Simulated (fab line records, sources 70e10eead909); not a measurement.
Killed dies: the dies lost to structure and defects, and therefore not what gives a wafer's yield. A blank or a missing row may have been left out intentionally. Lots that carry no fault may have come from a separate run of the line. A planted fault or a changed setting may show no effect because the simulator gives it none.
Comparing a struck lot with a sound one ; flow nand harc ; 16 steps out of a route of 1302
Sound: wafers L868.1, L868.2, L868.5. Wafers struck: L871.1, L871.2. The cause comes at the end.
Order at every step that has rows: each side's tool, ch and its chambers, its first start. Under that, the readings that differ: sound wafers ; struck wafers ; difference of the means ; sigmas: that difference in standard deviations of wafers without a fault.
alike: words and numbers the same on both sides, and readings whose means are apart by under 2 such deviations; not compared: readings that were withheld, readings missing a value for some wafer, numbers with overlapping values and no deviation given by the record, and bounds like >300 which may hide the same value.
Wherever a step has rows on one side only, a row that says differs or no value, or a row with sigmas, the two part there. Non-overlapping numbers with no deviation appear without sigmas and do not part them. Lack of a reading on every wafer of one side parts them only where that side has two or more wafers.

NHARC_A_DECK1_JOINT_INSPECT_05:
  struck on defect inspect-01, day 15 04:54; sound on defect inspect-01, day 13 21:46
  alike: raw defect count
following that, 1 step holds no rows for these wafers, namely NHARC_A_ONON_D2_DEP_00 (target thickness 1000 nm).
NHARC_A_ONON_D2_THK_MEAS_02: measures by ellipsometry.
  struck on film metro-01, day 15 05:29; sound on film metro-02, day 13 22:21
  alike: thk nm
following that, 1 step holds no rows for these wafers, namely NHARC_A_ONON_D2_DEP_03 (target thickness 1000 nm).
NHARC_A_ONON_D2_THK_MEAS_05: measures by ellipsometry.
  struck on film metro-01, day 15 06:02; sound on film metro-02, day 13 22:55
  alike: thk nm
following that, 1 step holds no rows for these wafers, namely NHARC_A_ONON_D2_DEP_06 (target thickness 1000 nm).
NHARC_A_ONON_D2_THK_MEAS_08: measures by ellipsometry.
  struck on film metro-02, day 15 06:36; sound on film metro-01, day 13 23:29
  alike: thk nm
following that, 1 step holds no rows for these wafers, namely NHARC_A_ONON_D2_DEP_09 (target thickness 1000 nm).
NHARC_A_ONON_D2_THK_MEAS_11: measures by ellipsometry.
  struck on film metro-02, day 15 07:10; sound on film metro-01, day 14 00:11
  alike: thk nm
following that, 1 step holds no rows for these wafers, namely NHARC_A_ONON_D2_DEP_12 (target thickness 1000 nm).
NHARC_A_ONON_D2_THK_MEAS_14: measures by ellipsometry.
  struck on film metro-01, day 15 07:44; sound on film metro-02, day 14 00:53
  alike: thk nm
then, 1 step without rows for these wafers: NHARC_A_ONON_D2_ANNEAL_15 (time 3600 s).
NHARC_A_ONON_D2_DEP_16: target thk 1000 nm.
  sound on pecvd onon-02 ch 0, day 14 08:14; struck on pecvd onon-01 ch 0, day 15 16:43
NHARC_A_ONON_D2_THK_MEAS_18: measures by ellipsometry.
  struck on film metro-02, day 15 17:13; sound on film metro-02, day 14 08:45
reading;sound;struck;difference;sigmas
thk nm (nm);986 988 988;751 751;-236;-20
then, 2 steps without rows for these wafers: NHARC_A_ONON_D2_DEP_19 (target thk 1000 nm); NHARC_END_SORT_01.

## WHERE THEY PART
Within this record, at NHARC_A_ONON_D2_THK_MEAS_18 only.

WHY: whatever the simulator had introduced
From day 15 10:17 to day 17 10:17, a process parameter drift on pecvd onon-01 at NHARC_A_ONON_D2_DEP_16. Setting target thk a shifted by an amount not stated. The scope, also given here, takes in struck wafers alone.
